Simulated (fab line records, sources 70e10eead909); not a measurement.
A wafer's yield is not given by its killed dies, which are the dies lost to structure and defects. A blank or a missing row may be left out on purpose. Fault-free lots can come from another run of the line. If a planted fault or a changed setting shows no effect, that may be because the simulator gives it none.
A lot that was struck, set against a sound lot / flow nandHarc / 28 out of 1302 route steps
Sound: wafers L513.2, L513.5, L513.6. Wafers L505.1, L505.4 were the ones struck. The cause is given at the end.
Each step with rows lists, per side, the tool, then ch with its chambers, then its first start. Under that, the readings that differ: sound wafers / struck wafers / difference of the means / sigmas: that difference in standard deviations of wafers without a fault.
alike: same words and numbers on both sides, and readings whose means sit less than 2 such deviations apart. not compared: any withheld reading, any reading some wafer has no value for, any bound like >300 that may hide the same value, and any number with overlapping values for which the record gives no deviation.
The two part at a step that has a row with sigmas, a row that says differs or no value, or rows on one side only. When numbers do not overlap yet have no deviation, they are printed without sigmas and do not part them. Lack of a reading on every wafer of one side parts them only where that side has two or more wafers.

NHARC_A_CHANNEL_HOLE_D2_OVL_MEAS_11:
  struck on overlay-01, day 18 01:55; sound on overlay-01, day 21 04:23
reading=overlayXNm (nm); sound=0.1 1.2 0.6; struck=-1.8 -1.9; difference=-2.5; sigmas=-2
  alike: overlayYNm
NHARC_A_CHANNEL_HOLE_D2_INSPECT_12:
  struck on defectInspect-02, day 18 01:57; sound on defectInspect-01, day 21 04:25
  alike: rawDefectCount
NHARC_A_CHANNEL_HOLE_D2_DESCUM_15: chemistry O2, time 3 s.
  sound on rieDiel-13 ch 0,1,2, day 21 04:30; struck on rieDiel-13 ch 0,3, day 18 02:01
  alike: drypumpMotorCurrentA, oesProductAu, rfVppV, showerheadPlenumPTorr, throttleValvePct
  not compared: rfHoursCounterH
then, 3 steps without rows for these wafers: NHARC_A_CHANNEL_HOLE_D2_ETCH_38 (etches the open film in CF4, target depth 39 nm, time 65 s); NHARC_A_CHANNEL_HOLE_D2_ETCH_39 (etches the open film in N2/H2, target depth 260 nm, time 325 s); NHARC_A_CHANNEL_HOLE_D2_ETCH_34 (etches the open film in CF4/CHF3, target depth 154 nm, time 77 s).
NHARC_A_CHANNEL_HOLE_D2_ETCH_16: etches the open film in O2/COS, target depth 3100 nm, time 806 s.
  sound: rieDiel-13 ch 2,3; struck: rieDiel-13 ch 0,2
  alike: drypumpMotorCurrentA, oesProductAu, rfVppV, showerheadPlenumPTorr, throttleValvePct
  not compared: rfHoursCounterH
NHARC_A_CHANNEL_HOLE_D2_CD_MEAS_18:
  struck on cdSem-01, day 18 03:07; sound on cdSem-03, day 21 05:36
  alike: cdNm
then, 1 step without rows for these wafers: NHARC_A_CHANNEL_HOLE_D2_ETCH_19 (etches the open film in C4F8/O2/Ar, time 34.5 s).
NHARC_A_CHANNEL_HOLE_D2_ETCH_20: etches the open film in C4F8/O2/Ar, time 361.9 s, target depth 1600 nm.
  sound on harEtch-01 ch 0,1, day 21 06:20; struck on harEtch-01 ch 1, day 18 03:18
  alike: drypumpMotorCurrentA, heBacksideLeakSccm, showerheadPlenumPTorr, throttleValvePct
  not compared: rfHoursCounterH
then, 2 steps without rows for these wafers: NHARC_A_CHANNEL_HOLE_D2_ETCH_21 (etches the open film in C4F8/O2/Ar, time 514.3 s, target depth 1600 nm); NHARC_A_CHANNEL_HOLE_D2_ETCH_22 (etches the open film in C4F8/O2/Ar, time 666.7 s, target depth 1600 nm).
NHARC_A_CHANNEL_HOLE_D2_ETCH_23: etches the open film in C4F8/O2/Ar, time 819 s, target depth 1600 nm.
  sound on harEtch-01 ch 0,1, day 21 07:44; struck on harEtch-01 ch 1, day 18 04:38
reading=heBacksideLeakSccm (sccm); sound=7.3 6.5 7.2; struck=7.1 11.2; difference=+2.1; sigmas=+2
  alike: drypumpMotorCurrentA, showerheadPlenumPTorr, throttleValvePct
  not compared: rfHoursCounterH
then, 3 steps without rows for these wafers: NHARC_A_CHANNEL_HOLE_D2_ETCH_24 (etches the open film in C4F8/O2/Ar, time 906.2 s, target depth 1500 nm); NHARC_A_CHANNEL_HOLE_D2_ETCH_25 (etches the open film in C4F8/O2/Ar, time 1040.2 s, target depth 1500 nm); NHARC_A_CHANNEL_HOLE_D2_ETCH_26 (etches the open film in C4F8/O2/Ar, time 224.1 s, target depth 300 nm).
NHARC_A_CHANNEL_HOLE_D2_ETCH_27: etches the open film in C4F8/O2/Ar, time 90 s, target depth 400 nm.
  sound on harEtch-01 ch 0,1, day 21 10:11; struck on harEtch-01 ch 1, day 18 07:11
  alike: drypumpMotorCurrentA, heBacksideLeakSccm, showerheadPlenumPTorr, throttleValvePct
  not compared: rfHoursCounterH
then, 3 steps without rows for these wafers: NHARC_A_CHANNEL_HOLE_D2_STRIP_41 (strips in N2/H2); NHARC_A_CHANNEL_HOLE_D2_STRIP_42 (strips in CF4/CHF3); NHARC_A_CHANNEL_HOLE_D2_STRIP_43 (strips in O2/COS).
NHARC_A_CHANNEL_HOLE_D2_ETCH_44: etches the open film in CF4/O2, target depth 140 nm, overetch 14 nm, time 77 s.
  sound on rieDiel-05 ch 0,2,3, day 21 10:55; struck on rieDiel-13 ch 0,2, day 18 07:57
  alike: drypumpMotorCurrentA, oesProductAu, rfVppV, showerheadPlenumPTorr, throttleValvePct
  not compared: rfHoursCounterH
then, 3 steps without rows for these wafers: NHARC_A_CHANNEL_HOLE_D2_STRIP_28 (strips in O2); NHARC_A_CHANNEL_HOLE_D2_PRECLEAN_29 (cleans in SC1); NHARC_A_CHANNEL_HOLE_D2_SRD_30.
NHARC_A_CHANNEL_HOLE_D2_CD_MEAS_31:
  struck on cdSem-02, day 18 08:45; sound on cdSem-01, day 21 11:43
  alike: cdNm
NHARC_A_CHANNEL_HOLE_D2_XSEM_32:
  sound on xsem-01 ch 0, day 21 11:47; struck on xsem-02 ch 0
reading=bowNm (nm); sound=8.82 8.91 8.75; struck=- -; difference=no value on the struck wafers; sigmas=
  alike: botCdNm, tiltDeg
NHARC_A_CHANNEL_HOLE_D2_INSPECT_40:
  struck on defectInspect-02, day 18 17:14; sound on defectInspect-01, day 21 11:53
  alike: rawDefectCount
-- the record jumps here: 12 days lie between the struck wafers' starts before and after (it left off in module A_CHANNEL_HOLE_D2 and takes up again in module END, whose first step shown is number 1302 of the route) --
NHARC_END_SORT_01:
  sound on prober-02 ch 0, day 31 20:20; struck on prober-02 ch 0, day 30 20:49
  alike: killedAtArray, killedAtOther, killedAtPeriphery, killedDies, killedOpen, killedShort

WHERE THEY PART
At NHARC_A_CHANNEL_HOLE_D2_OVL_MEAS_11 first; at NHARC_A_CHANNEL_HOLE_D2_XSEM_32 last (within this record only). Later steps at which nothing parts them and some readings are alike: NHARC_A_CHANNEL_HOLE_D2_INSPECT_40, NHARC_END_SORT_01.

WHY: whatever the simulator had introduced
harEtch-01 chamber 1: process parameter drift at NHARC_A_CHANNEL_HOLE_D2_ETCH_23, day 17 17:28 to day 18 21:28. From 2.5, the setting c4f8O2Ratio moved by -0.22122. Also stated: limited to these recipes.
